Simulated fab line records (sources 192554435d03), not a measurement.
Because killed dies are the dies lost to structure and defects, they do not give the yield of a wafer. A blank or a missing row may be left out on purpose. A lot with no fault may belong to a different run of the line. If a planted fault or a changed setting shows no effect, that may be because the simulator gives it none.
Matching of chambers	flow n5 finfet	4 sister chambers for N5_BEOL_M2_VIA_ETCH_34 on rie diel-05
The step etches the open film in C4F6/O2, target depth 69.4 nm, time 65.9 s. 8 wafers are shown with their chamber, then 9 later ones without.

WAFERS WITH THEIR CHAMBER
wafer	chamber	drypump motor current A (A)	rf vpp V (V)
L081.3	3	5.7	677
L082.1	3	5.7	677
L082.5	2	6.0	665
L085.4	0	6.5	665
L085.5	1	5.1	646
L089.2	0	6.5	666
L089.3	2	5.9	664
L089.4	1	5.1	646

WAFERS WHOSE CHAMBER IS MISSING
wafer	drypump motor current A (A)	rf vpp V (V)
L093.1	5.7	677
L093.4	6.5	664
L093.5	5.7	676
L094.1	5.1	645
L094.2	6.4	664
L094.4	6.4	664
L096.3	6.0	665
L096.4	5.1	644
L096.5	6.0	666

CHAMBER TAKEN BY EACH
wafer	from the rows above	in truth
L093.1	3	3
L093.4	0	0
L093.5	3	3
L094.1	1	1
L094.2	0	0
L094.4	0	0
L096.3	2	2
L096.4	1	1
L096.5	2	2
Correct placement for 9 of the 9. Not placeable from these rows: 0. 0 placed wrongly.
How it was worked out, from the rows above alone: a wafer's distance from a chamber is the root of the sum, over the readings, of the square of ((its reading less the chamber's mean) divided by the reading's scatter). If the next closest chamber is less than 2 further off than the closest, the wafer can't be placed; otherwise it belongs to the closest. Each chamber's mean is taken over the wafers shown for it. The scatter: the root of (the sum of the squares of (reading less its chamber's mean) over the shown wafers, divided by (wafers less chambers)).
